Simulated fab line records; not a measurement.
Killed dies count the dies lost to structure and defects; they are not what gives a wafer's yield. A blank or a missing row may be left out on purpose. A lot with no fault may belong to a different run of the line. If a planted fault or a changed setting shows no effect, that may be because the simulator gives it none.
fab line records || flow n5-finfet
record {"lots": 7, "wafers": 39}
route steps=1938 shown WELL_APT@33 PMOS_HMC_CHANNEL_EPI@74 DUMMY_GATE@250 GATE_CUT@467 MOL_CONTACT_COAG@537 BEOL_M4@1111
start-h: the number of hours between the record's first day and the start of the first shown wafer of the lot || wait-h: hours since the lot's step before || " as in the row above || L1.1+2: one row covering several wafers at once || - no value, or no start was given || * or withheld: withheld || < > ~ a bound
route shown NAME@n: a module of which the file shows steps, and the number in the route of the first || usual: mean/standard deviation of fault-free wafers || same: alike in all rows || chamber/n: place in a boat || sites: per-site readings || _std_site: standard deviation of those values || _edge_site: mean of outer sites minus mean of inner sites || radius-mm: how far each site lies from the wafer's centre || mask NAME#n: copy n || behind: the most recent tool/chamber to have shaped the wafer || hold: why the lot was held/for how many hours/how that ended || device: which transistor (n, p or np) failed to switch || end of line: at the end of the route, the tests of the same wafers || a step with no rows: only its recipe || killed: dies lost to structure and defects at the first sort, not the wafer's yield || map: shows each die of a wafer: x if killed, . if not, _ if none is there
set.NAME: the run value of the setting; set.NAME@STEP: its run value at that earlier step || model.NAME: the simulator's own value behind a step, which no gauge read
lots run with intentionally changed settings; tables by step, rows by wafer
## steps
# step N5_WELL_APT_IMPLANT_15
# recipe {"species": "As", "energy-kev": 25, "dose-cm2": 1.5e+13, "tilt-deg": 0, "rotation-deg": 0}
# step N5_PMOS_HMC_CHANNEL_EPI_FIN_RECESS_16
# recipe {"chemistry": "HBr/Cl2", "target": "Si", "mask-material": "SiO2", "target-depth-a": 540, "time-s": 18, "pressure-mtorr": 10, "icp-w": 800, "bias-w": 75, "HBr_flow_sccm": 150, "Cl2_flow_sccm": 80}
# step N5_PMOS_HMC_CHANNEL_EPI_EPI_20
# recipe {"material": "SiGe30", "mask-material": "SiO2", "pressure-torr": 20, "target-thk-a": 590, "temp-c": 600}
# step N5_DUMMY_GATE_ETCH_42
# recipe {"chemistry": "CHF3/O2", "target": "SiO2", "target-depth-a": 35, "time-s": 31, "ion-energy-ev": 30, "bias-w": 12, "pressure-mtorr": 30, "source-w": 600, "Ar_flow_sccm": 200, "CHF3_flow_sccm": 50, "O2_flow_sccm": 5}
# step N5_GATE_CUT_ETCHBACK_30
# recipe {"chemistry": "Cl2/Ar", "target": "TiN", "target-depth-a": 30, "mode": "isotropic", "pressure-mtorr": 10, "icp-w": 600, "bias-w": 60, "Cl2_flow_sccm": 40, "Ar_flow_sccm": 60}
# step N5_GATE_CUT_ALD_22
# recipe {"material": "SiNx", "target-thk-a": 160, "temp-c": 400, "ald-precursor-family": "SiH2I2", "ald-co-reactant": "N2/H2-plasma", "pulse-time-s": 1, "ald-cycles": 320, "purge-time-s": 2, "co-reactant-purge-time-s": 2, "pressure-torr": 2}
# step N5_MOL_CONTACT_COAG_ETCH_15
# recipe {"chemistry": "CH3F/O2", "target": "SiNx", "target-depth-a": 70, "mask-material": "SOC", "stop-on": "Si:P", "over-etch-frac": 0.75, "ion-energy-ev": 120, "pressure-mtorr": 30, "source-w": 395, "bias-w": 73, "Ar_flow_sccm": 150, "CH3F_flow_sccm": 30, "O2_flow_sccm": 20}
# step N5_BEOL_M4_RC_MEAS_101
# usual {"CJ_P": "5.74/0.26"}
{"lot.wafer": "L077.1", "tool": "prober-01", "chamber": 0, "start-h": 207.00, "wait-h": 0.0, "set.energy-kev@WELL_APT_IMPLANT_15": 25, "set.time-s@PMOS_HMC_CHANNEL_EPI_FIN_RECESS_16": 18, "set.temp-c@PMOS_HMC_CHANNEL_EPI_EPI_20": 600, "set.bias-w@DUMMY_GATE_ETCH_42": 12, "set.target-depth-a@GATE_CUT_ETCHBACK_30": 30, "set.ald-cycles@GATE_CUT_ALD_22": 320, "set.target-depth-a@MOL_CONTACT_COAG_ETCH_15": 70, "CJ_P": 5.68}
{"lot.wafer": "L077.2", "tool": "prober-01", "chamber": 0, "start-h": 207.00, "wait-h": 0.0, "set.energy-kev@WELL_APT_IMPLANT_15": 25, "set.time-s@PMOS_HMC_CHANNEL_EPI_FIN_RECESS_16": 18, "set.temp-c@PMOS_HMC_CHANNEL_EPI_EPI_20": 600, "set.bias-w@DUMMY_GATE_ETCH_42": 12, "set.target-depth-a@GATE_CUT_ETCHBACK_30": 30, "set.ald-cycles@GATE_CUT_ALD_22": 320, "set.target-depth-a@MOL_CONTACT_COAG_ETCH_15": 70, "CJ_P": 5.54}
{"lot.wafer": "L077.6", "tool": "prober-01", "chamber": 0, "start-h": 207.00, "wait-h": 0.0, "set.energy-kev@WELL_APT_IMPLANT_15": 25, "set.time-s@PMOS_HMC_CHANNEL_EPI_FIN_RECESS_16": 18, "set.temp-c@PMOS_HMC_CHANNEL_EPI_EPI_20": 600, "set.bias-w@DUMMY_GATE_ETCH_42": 12, "set.target-depth-a@GATE_CUT_ETCHBACK_30": 30, "set.ald-cycles@GATE_CUT_ALD_22": 320, "set.target-depth-a@MOL_CONTACT_COAG_ETCH_15": 70, "CJ_P": 5.79}
{"lot.wafer": "L078.1", "tool": "prober-02", "chamber": 0, "start-h": 209.09, "wait-h": 0.0, "set.energy-kev@WELL_APT_IMPLANT_15": 27.01, "set.time-s@PMOS_HMC_CHANNEL_EPI_FIN_RECESS_16": 18, "set.temp-c@PMOS_HMC_CHANNEL_EPI_EPI_20": 602, "set.bias-w@DUMMY_GATE_ETCH_42": 13.83, "set.target-depth-a@GATE_CUT_ETCHBACK_30": 30, "set.ald-cycles@GATE_CUT_ALD_22": 320, "set.target-depth-a@MOL_CONTACT_COAG_ETCH_15": 73.35, "CJ_P": 5.44}
{"lot.wafer": "L078.2", "tool": "prober-02", "chamber": 0, "start-h": 209.09, "wait-h": 0.0, "set.energy-kev@WELL_APT_IMPLANT_15": 25, "set.time-s@PMOS_HMC_CHANNEL_EPI_FIN_RECESS_16": 18, "set.temp-c@PMOS_HMC_CHANNEL_EPI_EPI_20": 600, "set.bias-w@DUMMY_GATE_ETCH_42": 13.83, "set.target-depth-a@GATE_CUT_ETCHBACK_30": 30, "set.ald-cycles@GATE_CUT_ALD_22": 320, "set.target-depth-a@MOL_CONTACT_COAG_ETCH_15": 73.35, "CJ_P": 5.85}
{"lot.wafer": "L078.3", "tool": "prober-02", "chamber": 0, "start-h": 209.09, "wait-h": 0.0, "set.energy-kev@WELL_APT_IMPLANT_15": 27.01, "set.time-s@PMOS_HMC_CHANNEL_EPI_FIN_RECESS_16": 18, "set.temp-c@PMOS_HMC_CHANNEL_EPI_EPI_20": 600, "set.bias-w@DUMMY_GATE_ETCH_42": 13.83, "set.target-depth-a@GATE_CUT_ETCHBACK_30": 30, "set.ald-cycles@GATE_CUT_ALD_22": 320, "set.target-depth-a@MOL_CONTACT_COAG_ETCH_15": 70, "CJ_P": 5.70}
{"lot.wafer": "L078.4", "tool": "prober-02", "chamber": 0, "start-h": 209.09, "wait-h": 0.0, "set.energy-kev@WELL_APT_IMPLANT_15": 27.01, "set.time-s@PMOS_HMC_CHANNEL_EPI_FIN_RECESS_16": 18, "set.temp-c@PMOS_HMC_CHANNEL_EPI_EPI_20": 602, "set.bias-w@DUMMY_GATE_ETCH_42": 12, "set.target-depth-a@GATE_CUT_ETCHBACK_30": 30, "set.ald-cycles@GATE_CUT_ALD_22": 320, "set.target-depth-a@MOL_CONTACT_COAG_ETCH_15": 73.35, "CJ_P": 5.99}
{"lot.wafer": "L078.5", "tool": "prober-02", "chamber": 0, "start-h": 209.09, "wait-h": 0.0, "set.energy-kev@WELL_APT_IMPLANT_15": 25, "set.time-s@PMOS_HMC_CHANNEL_EPI_FIN_RECESS_16": 18, "set.temp-c@PMOS_HMC_CHANNEL_EPI_EPI_20": 602, "set.bias-w@DUMMY_GATE_ETCH_42": 12, "set.target-depth-a@GATE_CUT_ETCHBACK_30": 30, "set.ald-cycles@GATE_CUT_ALD_22": 320, "set.target-depth-a@MOL_CONTACT_COAG_ETCH_15": 70, "CJ_P": 5.76}
{"lot.wafer": "L078.6", "tool": "prober-02", "chamber": 0, "start-h": 209.09, "wait-h": 0.0, "set.energy-kev@WELL_APT_IMPLANT_15": 25, "set.time-s@PMOS_HMC_CHANNEL_EPI_FIN_RECESS_16": 18, "set.temp-c@PMOS_HMC_CHANNEL_EPI_EPI_20": 600, "set.bias-w@DUMMY_GATE_ETCH_42": 12, "set.target-depth-a@GATE_CUT_ETCHBACK_30": 30, "set.ald-cycles@GATE_CUT_ALD_22": 320, "set.target-depth-a@MOL_CONTACT_COAG_ETCH_15": 70, "CJ_P": 5.55}
{"lot.wafer": "L084.1", "tool": "prober-02", "chamber": 0, "start-h": 252.78, "wait-h": 0.0, "set.energy-kev@WELL_APT_IMPLANT_15": 25, "set.time-s@PMOS_HMC_CHANNEL_EPI_FIN_RECESS_16": 17.29, "set.temp-c@PMOS_HMC_CHANNEL_EPI_EPI_20": 600, "set.bias-w@DUMMY_GATE_ETCH_42": 12, "set.target-depth-a@GATE_CUT_ETCHBACK_30": 32.49, "set.ald-cycles@GATE_CUT_ALD_22": 362, "set.target-depth-a@MOL_CONTACT_COAG_ETCH_15": 62.31, "CJ_P": 6.04}
{"lot.wafer": "L084.2", "tool": "prober-02", "chamber": 0, "start-h": 252.78, "wait-h": 0.0, "set.energy-kev@WELL_APT_IMPLANT_15": 27.95, "set.time-s@PMOS_HMC_CHANNEL_EPI_FIN_RECESS_16": 17.29, "set.temp-c@PMOS_HMC_CHANNEL_EPI_EPI_20": 595, "set.bias-w@DUMMY_GATE_ETCH_42": 12, "set.target-depth-a@GATE_CUT_ETCHBACK_30": 32.49, "set.ald-cycles@GATE_CUT_ALD_22": 320, "set.target-depth-a@MOL_CONTACT_COAG_ETCH_15": 70, "CJ_P": 6.02}
{"lot.wafer": "L084.3", "tool": "prober-02", "chamber": 0, "start-h": 252.78, "wait-h": 0.0, "set.energy-kev@WELL_APT_IMPLANT_15": 27.95, "set.time-s@PMOS_HMC_CHANNEL_EPI_FIN_RECESS_16": 18, "set.temp-c@PMOS_HMC_CHANNEL_EPI_EPI_20": 595, "set.bias-w@DUMMY_GATE_ETCH_42": 12, "set.target-depth-a@GATE_CUT_ETCHBACK_30": 30, "set.ald-cycles@GATE_CUT_ALD_22": 362, "set.target-depth-a@MOL_CONTACT_COAG_ETCH_15": 70, "CJ_P": 5.84}
{"lot.wafer": "L084.4", "tool": "prober-02", "chamber": 0, "start-h": 252.78, "wait-h": 0.0, "set.energy-kev@WELL_APT_IMPLANT_15": 25, "set.time-s@PMOS_HMC_CHANNEL_EPI_FIN_RECESS_16": 18, "set.temp-c@PMOS_HMC_CHANNEL_EPI_EPI_20": 595, "set.bias-w@DUMMY_GATE_ETCH_42": 12, "set.target-depth-a@GATE_CUT_ETCHBACK_30": 30, "set.ald-cycles@GATE_CUT_ALD_22": 320, "set.target-depth-a@MOL_CONTACT_COAG_ETCH_15": 62.31, "CJ_P": 6.02}
{"lot.wafer": "L084.5", "tool": "prober-02", "chamber": 0, "start-h": 252.78, "wait-h": 0.0, "set.energy-kev@WELL_APT_IMPLANT_15": 27.95, "set.time-s@PMOS_HMC_CHANNEL_EPI_FIN_RECESS_16": 17.29, "set.temp-c@PMOS_HMC_CHANNEL_EPI_EPI_20": 600, "set.bias-w@DUMMY_GATE_ETCH_42": 12, "set.target-depth-a@GATE_CUT_ETCHBACK_30": 30, "set.ald-cycles@GATE_CUT_ALD_22": 320, "set.target-depth-a@MOL_CONTACT_COAG_ETCH_15": 70, "CJ_P": 6.02}
{"lot.wafer": "L084.6", "tool": "prober-02", "chamber": 0, "start-h": 252.78, "wait-h": 0.0, "set.energy-kev@WELL_APT_IMPLANT_15": 25, "set.time-s@PMOS_HMC_CHANNEL_EPI_FIN_RECESS_16": 18, "set.temp-c@PMOS_HMC_CHANNEL_EPI_EPI_20": 600, "set.bias-w@DUMMY_GATE_ETCH_42": 12, "set.target-depth-a@GATE_CUT_ETCHBACK_30": 32.49, "set.ald-cycles@GATE_CUT_ALD_22": 362, "set.target-depth-a@MOL_CONTACT_COAG_ETCH_15": 62.31, "CJ_P": 5.45}
{"lot.wafer": "L085.1", "tool": "prober-01", "chamber": 0, "start-h": 260.88, "wait-h": 0.0, "set.energy-kev@WELL_APT_IMPLANT_15": 25, "set.time-s@PMOS_HMC_CHANNEL_EPI_FIN_RECESS_16": 17.16, "set.temp-c@PMOS_HMC_CHANNEL_EPI_EPI_20": 600, "set.bias-w@DUMMY_GATE_ETCH_42": 12, "set.target-depth-a@GATE_CUT_ETCHBACK_30": 30, "set.ald-cycles@GATE_CUT_ALD_22": 320, "set.target-depth-a@MOL_CONTACT_COAG_ETCH_15": 70, "CJ_P": 6.17}
{"lot.wafer": "L085.2", "tool": "prober-01", "chamber": 0, "start-h": 260.88, "wait-h": 0.0, "set.energy-kev@WELL_APT_IMPLANT_15": 22.97, "set.time-s@PMOS_HMC_CHANNEL_EPI_FIN_RECESS_16": 18, "set.temp-c@PMOS_HMC_CHANNEL_EPI_EPI_20": 600, "set.bias-w@DUMMY_GATE_ETCH_42": 13.04, "set.target-depth-a@GATE_CUT_ETCHBACK_30": 30, "set.ald-cycles@GATE_CUT_ALD_22": 320, "set.target-depth-a@MOL_CONTACT_COAG_ETCH_15": 65.89, "CJ_P": 5.46}
{"lot.wafer": "L085.3", "tool": "prober-01", "chamber": 0, "start-h": 260.88, "wait-h": 0.0, "set.energy-kev@WELL_APT_IMPLANT_15": 22.97, "set.time-s@PMOS_HMC_CHANNEL_EPI_FIN_RECESS_16": 18, "set.temp-c@PMOS_HMC_CHANNEL_EPI_EPI_20": 600, "set.bias-w@DUMMY_GATE_ETCH_42": 12, "set.target-depth-a@GATE_CUT_ETCHBACK_30": 30, "set.ald-cycles@GATE_CUT_ALD_22": 320, "set.target-depth-a@MOL_CONTACT_COAG_ETCH_15": 65.89, "CJ_P": 5.95}
{"lot.wafer": "L085.4", "tool": "prober-01", "chamber": 0, "start-h": 260.88, "wait-h": 0.0, "set.energy-kev@WELL_APT_IMPLANT_15": 25, "set.time-s@PMOS_HMC_CHANNEL_EPI_FIN_RECESS_16": 18, "set.temp-c@PMOS_HMC_CHANNEL_EPI_EPI_20": 600, "set.bias-w@DUMMY_GATE_ETCH_42": 12, "set.target-depth-a@GATE_CUT_ETCHBACK_30": 30, "set.ald-cycles@GATE_CUT_ALD_22": 320, "set.target-depth-a@MOL_CONTACT_COAG_ETCH_15": 70, "CJ_P": 5.89}
{"lot.wafer": "L085.5", "tool": "prober-01", "chamber": 0, "start-h": 260.88, "wait-h": 0.0, "set.energy-kev@WELL_APT_IMPLANT_15": 22.97, "set.time-s@PMOS_HMC_CHANNEL_EPI_FIN_RECESS_16": 17.16, "set.temp-c@PMOS_HMC_CHANNEL_EPI_EPI_20": 600, "set.bias-w@DUMMY_GATE_ETCH_42": 13.04, "set.target-depth-a@GATE_CUT_ETCHBACK_30": 30, "set.ald-cycles@GATE_CUT_ALD_22": 320, "set.target-depth-a@MOL_CONTACT_COAG_ETCH_15": 70, "CJ_P": 5.78}
{"lot.wafer": "L085.6", "tool": "prober-01", "chamber": 0, "start-h": 260.88, "wait-h": 0.0, "set.energy-kev@WELL_APT_IMPLANT_15": 25, "set.time-s@PMOS_HMC_CHANNEL_EPI_FIN_RECESS_16": 17.16, "set.temp-c@PMOS_HMC_CHANNEL_EPI_EPI_20": 600, "set.bias-w@DUMMY_GATE_ETCH_42": 13.04, "set.target-depth-a@GATE_CUT_ETCHBACK_30": 30, "set.ald-cycles@GATE_CUT_ALD_22": 320, "set.target-depth-a@MOL_CONTACT_COAG_ETCH_15": 65.89, "CJ_P": 6.24}
{"lot.wafer": "L087.1", "tool": "prober-02", "chamber": 0, "start-h": 265.89, "wait-h": 0.2, "set.energy-kev@WELL_APT_IMPLANT_15": 25, "set.time-s@PMOS_HMC_CHANNEL_EPI_FIN_RECESS_16": 18, "set.temp-c@PMOS_HMC_CHANNEL_EPI_EPI_20": 603.1, "set.bias-w@DUMMY_GATE_ETCH_42": 12, "set.target-depth-a@GATE_CUT_ETCHBACK_30": 30, "set.ald-cycles@GATE_CUT_ALD_22": 320, "set.target-depth-a@MOL_CONTACT_COAG_ETCH_15": 63.18, "CJ_P": 5.96}
{"lot.wafer": "L087.2", "tool": "prober-02", "chamber": 0, "start-h": 265.89, "wait-h": 0.2, "set.energy-kev@WELL_APT_IMPLANT_15": 25, "set.time-s@PMOS_HMC_CHANNEL_EPI_FIN_RECESS_16": 19.02, "set.temp-c@PMOS_HMC_CHANNEL_EPI_EPI_20": 603.1, "set.bias-w@DUMMY_GATE_ETCH_42": 14.15, "set.target-depth-a@GATE_CUT_ETCHBACK_30": 30, "set.ald-cycles@GATE_CUT_ALD_22": 320, "set.target-depth-a@MOL_CONTACT_COAG_ETCH_15": 70, "CJ_P": 4.92}
{"lot.wafer": "L087.3", "tool": "prober-02", "chamber": 0, "start-h": 265.89, "wait-h": 0.2, "set.energy-kev@WELL_APT_IMPLANT_15": 26.58, "set.time-s@PMOS_HMC_CHANNEL_EPI_FIN_RECESS_16": 18, "set.temp-c@PMOS_HMC_CHANNEL_EPI_EPI_20": 603.1, "set.bias-w@DUMMY_GATE_ETCH_42": 14.15, "set.target-depth-a@GATE_CUT_ETCHBACK_30": 30, "set.ald-cycles@GATE_CUT_ALD_22": 320, "set.target-depth-a@MOL_CONTACT_COAG_ETCH_15": 63.18, "CJ_P": 5.62}
{"lot.wafer": "L087.4", "tool": "prober-02", "chamber": 0, "start-h": 265.89, "wait-h": 0.2, "set.energy-kev@WELL_APT_IMPLANT_15": 25, "set.time-s@PMOS_HMC_CHANNEL_EPI_FIN_RECESS_16": 19.02, "set.temp-c@PMOS_HMC_CHANNEL_EPI_EPI_20": 600, "set.bias-w@DUMMY_GATE_ETCH_42": 12, "set.target-depth-a@GATE_CUT_ETCHBACK_30": 30, "set.ald-cycles@GATE_CUT_ALD_22": 320, "set.target-depth-a@MOL_CONTACT_COAG_ETCH_15": 63.18, "CJ_P": 5.26}
{"lot.wafer": "L087.5", "tool": "prober-02", "chamber": 0, "start-h": 265.89, "wait-h": 0.2, "set.energy-kev@WELL_APT_IMPLANT_15": 26.58, "set.time-s@PMOS_HMC_CHANNEL_EPI_FIN_RECESS_16": 18, "set.temp-c@PMOS_HMC_CHANNEL_EPI_EPI_20": 600, "set.bias-w@DUMMY_GATE_ETCH_42": 14.15, "set.target-depth-a@GATE_CUT_ETCHBACK_30": 30, "set.ald-cycles@GATE_CUT_ALD_22": 320, "set.target-depth-a@MOL_CONTACT_COAG_ETCH_15": 70, "CJ_P": 5.58}
{"lot.wafer": "L087.6", "tool": "prober-02", "chamber": 0, "start-h": 265.89, "wait-h": 0.2, "set.energy-kev@WELL_APT_IMPLANT_15": 26.58, "set.time-s@PMOS_HMC_CHANNEL_EPI_FIN_RECESS_16": 19.02, "set.temp-c@PMOS_HMC_CHANNEL_EPI_EPI_20": 600, "set.bias-w@DUMMY_GATE_ETCH_42": 12, "set.target-depth-a@GATE_CUT_ETCHBACK_30": 30, "set.ald-cycles@GATE_CUT_ALD_22": 320, "set.target-depth-a@MOL_CONTACT_COAG_ETCH_15": 70, "CJ_P": 4.88}
{"lot.wafer": "L090.1", "tool": "prober-02", "chamber": 0, "start-h": 286.97, "wait-h": 0.0, "set.energy-kev@WELL_APT_IMPLANT_15": 25, "set.time-s@PMOS_HMC_CHANNEL_EPI_FIN_RECESS_16": 18, "set.temp-c@PMOS_HMC_CHANNEL_EPI_EPI_20": 600, "set.bias-w@DUMMY_GATE_ETCH_42": 10.4, "set.target-depth-a@GATE_CUT_ETCHBACK_30": 30, "set.ald-cycles@GATE_CUT_ALD_22": 372, "set.target-depth-a@MOL_CONTACT_COAG_ETCH_15": 62.01, "CJ_P": 5.76}
{"lot.wafer": "L090.2", "tool": "prober-02", "chamber": 0, "start-h": 286.97, "wait-h": 0.0, "set.energy-kev@WELL_APT_IMPLANT_15": 27.43, "set.time-s@PMOS_HMC_CHANNEL_EPI_FIN_RECESS_16": 18.64, "set.temp-c@PMOS_HMC_CHANNEL_EPI_EPI_20": 604.6, "set.bias-w@DUMMY_GATE_ETCH_42": 12, "set.target-depth-a@GATE_CUT_ETCHBACK_30": 30, "set.ald-cycles@GATE_CUT_ALD_22": 372, "set.target-depth-a@MOL_CONTACT_COAG_ETCH_15": 70, "CJ_P": 4.76}
{"lot.wafer": "L090.3", "tool": "prober-02", "chamber": 0, "start-h": 286.97, "wait-h": 0.0, "set.energy-kev@WELL_APT_IMPLANT_15": 27.43, "set.time-s@PMOS_HMC_CHANNEL_EPI_FIN_RECESS_16": 18.64, "set.temp-c@PMOS_HMC_CHANNEL_EPI_EPI_20": 604.6, "set.bias-w@DUMMY_GATE_ETCH_42": 10.4, "set.target-depth-a@GATE_CUT_ETCHBACK_30": 30, "set.ald-cycles@GATE_CUT_ALD_22": 320, "set.target-depth-a@MOL_CONTACT_COAG_ETCH_15": 62.01, "CJ_P": 5.23}
{"lot.wafer": "L090.4", "tool": "prober-02", "chamber": 0, "start-h": 286.97, "wait-h": 0.0, "set.energy-kev@WELL_APT_IMPLANT_15": 27.43, "set.time-s@PMOS_HMC_CHANNEL_EPI_FIN_RECESS_16": 18, "set.temp-c@PMOS_HMC_CHANNEL_EPI_EPI_20": 600, "set.bias-w@DUMMY_GATE_ETCH_42": 12, "set.target-depth-a@GATE_CUT_ETCHBACK_30": 30, "set.ald-cycles@GATE_CUT_ALD_22": 372, "set.target-depth-a@MOL_CONTACT_COAG_ETCH_15": 62.01, "CJ_P": 6.02}
{"lot.wafer": "L090.5", "tool": "prober-02", "chamber": 0, "start-h": 286.97, "wait-h": 0.0, "set.energy-kev@WELL_APT_IMPLANT_15": 25, "set.time-s@PMOS_HMC_CHANNEL_EPI_FIN_RECESS_16": 18.64, "set.temp-c@PMOS_HMC_CHANNEL_EPI_EPI_20": 600, "set.bias-w@DUMMY_GATE_ETCH_42": 12, "set.target-depth-a@GATE_CUT_ETCHBACK_30": 30, "set.ald-cycles@GATE_CUT_ALD_22": 320, "set.target-depth-a@MOL_CONTACT_COAG_ETCH_15": 70, "CJ_P": 4.97}
{"lot.wafer": "L090.6", "tool": "prober-02", "chamber": 0, "start-h": 286.97, "wait-h": 0.0, "set.energy-kev@WELL_APT_IMPLANT_15": 25, "set.time-s@PMOS_HMC_CHANNEL_EPI_FIN_RECESS_16": 18, "set.temp-c@PMOS_HMC_CHANNEL_EPI_EPI_20": 604.6, "set.bias-w@DUMMY_GATE_ETCH_42": 10.4, "set.target-depth-a@GATE_CUT_ETCHBACK_30": 30, "set.ald-cycles@GATE_CUT_ALD_22": 320, "set.target-depth-a@MOL_CONTACT_COAG_ETCH_15": 70, "CJ_P": 5.92}
{"lot.wafer": "L096.1", "tool": "prober-01", "chamber": 0, "start-h": 317.82, "wait-h": 0.0, "set.energy-kev@WELL_APT_IMPLANT_15": 28.44, "set.time-s@PMOS_HMC_CHANNEL_EPI_FIN_RECESS_16": 18, "set.temp-c@PMOS_HMC_CHANNEL_EPI_EPI_20": 600, "set.bias-w@DUMMY_GATE_ETCH_42": 12, "set.target-depth-a@GATE_CUT_ETCHBACK_30": 30, "set.ald-cycles@GATE_CUT_ALD_22": 347, "set.target-depth-a@MOL_CONTACT_COAG_ETCH_15": 70, "CJ_P": 5.43}
{"lot.wafer": "L096.2", "tool": "prober-01", "chamber": 0, "start-h": 317.82, "wait-h": 0.0, "set.energy-kev@WELL_APT_IMPLANT_15": 25, "set.time-s@PMOS_HMC_CHANNEL_EPI_FIN_RECESS_16": 18, "set.temp-c@PMOS_HMC_CHANNEL_EPI_EPI_20": 600, "set.bias-w@DUMMY_GATE_ETCH_42": 13.05, "set.target-depth-a@GATE_CUT_ETCHBACK_30": 30, "set.ald-cycles@GATE_CUT_ALD_22": 320, "set.target-depth-a@MOL_CONTACT_COAG_ETCH_15": 70, "CJ_P": 5.78}
{"lot.wafer": "L096.3", "tool": "prober-01", "chamber": 0, "start-h": 317.82, "wait-h": 0.0, "set.energy-kev@WELL_APT_IMPLANT_15": 25, "set.time-s@PMOS_HMC_CHANNEL_EPI_FIN_RECESS_16": 18, "set.temp-c@PMOS_HMC_CHANNEL_EPI_EPI_20": 600, "set.bias-w@DUMMY_GATE_ETCH_42": 12, "set.target-depth-a@GATE_CUT_ETCHBACK_30": 27.33, "set.ald-cycles@GATE_CUT_ALD_22": 347, "set.target-depth-a@MOL_CONTACT_COAG_ETCH_15": 70, "CJ_P": 5.78}
{"lot.wafer": "L096.4", "tool": "prober-01", "chamber": 0, "start-h": 317.82, "wait-h": 0.0, "set.energy-kev@WELL_APT_IMPLANT_15": 25, "set.time-s@PMOS_HMC_CHANNEL_EPI_FIN_RECESS_16": 18, "set.temp-c@PMOS_HMC_CHANNEL_EPI_EPI_20": 600, "set.bias-w@DUMMY_GATE_ETCH_42": 12, "set.target-depth-a@GATE_CUT_ETCHBACK_30": 27.33, "set.ald-cycles@GATE_CUT_ALD_22": 320, "set.target-depth-a@MOL_CONTACT_COAG_ETCH_15": 70, "CJ_P": 6.02}
{"lot.wafer": "L096.5", "tool": "prober-01", "chamber": 0, "start-h": 317.82, "wait-h": 0.0, "set.energy-kev@WELL_APT_IMPLANT_15": 28.44, "set.time-s@PMOS_HMC_CHANNEL_EPI_FIN_RECESS_16": 18, "set.temp-c@PMOS_HMC_CHANNEL_EPI_EPI_20": 600, "set.bias-w@DUMMY_GATE_ETCH_42": 13.05, "set.target-depth-a@GATE_CUT_ETCHBACK_30": 27.33, "set.ald-cycles@GATE_CUT_ALD_22": 347, "set.target-depth-a@MOL_CONTACT_COAG_ETCH_15": 70, "CJ_P": 5.60}
{"lot.wafer": "L096.6", "tool": "prober-01", "chamber": 0, "start-h": 317.82, "wait-h": 0.0, "set.energy-kev@WELL_APT_IMPLANT_15": 28.44, "set.time-s@PMOS_HMC_CHANNEL_EPI_FIN_RECESS_16": 18, "set.temp-c@PMOS_HMC_CHANNEL_EPI_EPI_20": 600, "set.bias-w@DUMMY_GATE_ETCH_42": 13.05, "set.target-depth-a@GATE_CUT_ETCHBACK_30": 30, "set.ald-cycles@GATE_CUT_ALD_22": 320, "set.target-depth-a@MOL_CONTACT_COAG_ETCH_15": 70, "CJ_P": 5.53}
## key
split {"step": "N5_WELL_APT_IMPLANT_15", "setting": "energy-kev", "stated-as": 25}
response none clear
split {"step": "N5_PMOS_HMC_CHANNEL_EPI_FIN_RECESS_16", "setting": "time-s", "stated-as": 18}
response {"step": "N5_BEOL_M4_RC_MEAS_101", "reading": "CJ_P", "slope": -0.128, "per": "1%", "together-with": "all", "explained": 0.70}
split {"step": "N5_PMOS_HMC_CHANNEL_EPI_EPI_20", "setting": "temp-c", "stated-as": 600}
response none clear
split {"step": "N5_DUMMY_GATE_ETCH_42", "setting": "bias-w", "stated-as": 12}
response none clear
split {"step": "N5_GATE_CUT_ETCHBACK_30", "setting": "target-depth-a", "stated-as": 30}
response none clear
split {"step": "N5_GATE_CUT_ALD_22", "setting": "ald-cycles", "stated-as": 320}
response none clear
split {"step": "N5_MOL_CONTACT_COAG_ETCH_15", "setting": "target-depth-a", "stated-as": 70}
response none clear
